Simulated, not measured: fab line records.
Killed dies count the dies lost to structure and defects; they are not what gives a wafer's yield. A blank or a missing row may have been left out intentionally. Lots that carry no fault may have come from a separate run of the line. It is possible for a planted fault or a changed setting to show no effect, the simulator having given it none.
Chamber matching + flow n5 finfet + ald metal-01 running N5_BEOL_M3_ALD_84: 3 sister chambers
The step deposits TaN, pulse time 2 s, purge time 3 s, co reactant purge time 2 s. 3 wafers are shown with their chamber, then 5 later ones without.

## WAFERS PAIRED WITH THEIR CHAMBERS
| wafer  | chamber | heater power w (W) |
|--------|---------|--------------------|
| L080.2 | 3       | 484                |
| L081.1 | 1       | 373                |
| L081.3 | 0       | 502                |

## WAFERS WITHOUT THEIR CHAMBER
| wafer  | heater power w (W) |
|--------|--------------------|
| L081.5 | 495                |
| L094.1 | 368                |
| L094.2 | 483                |
| L094.3 | 488                |
| L094.5 | 474                |

## THE CHAMBER EACH PASSED THROUGH
| wafer  | from the rows above     | in truth |
|--------|-------------------------|----------|
| L081.5 | can't be placed: 0 or 3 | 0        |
| L094.1 | 1                       | 1        |
| L094.2 | 3                       | 3        |
| L094.3 | can't be placed: 3 or 0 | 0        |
| L094.5 | 3                       | 3        |
Correctly placed: 3 of 5. From these rows, 2 cannot be placed; in 2 the true chamber is one of the candidates. 0 placed wrongly.
How it was worked out, from the rows above alone: a wafer's distance from a chamber is the root of the sum, over the readings, of the square of ((its reading less the chamber's mean) divided by the reading's scatter). If the next closest chamber is less than 2 further off than the closest, the wafer can't be placed; otherwise it belongs to the closest. For every chamber, the mean is computed from those of its wafers that are shown. The scatter: with one shown wafer a chamber, the root of the mean of the squares of how far each hidden wafer lies from its nearest shown one.
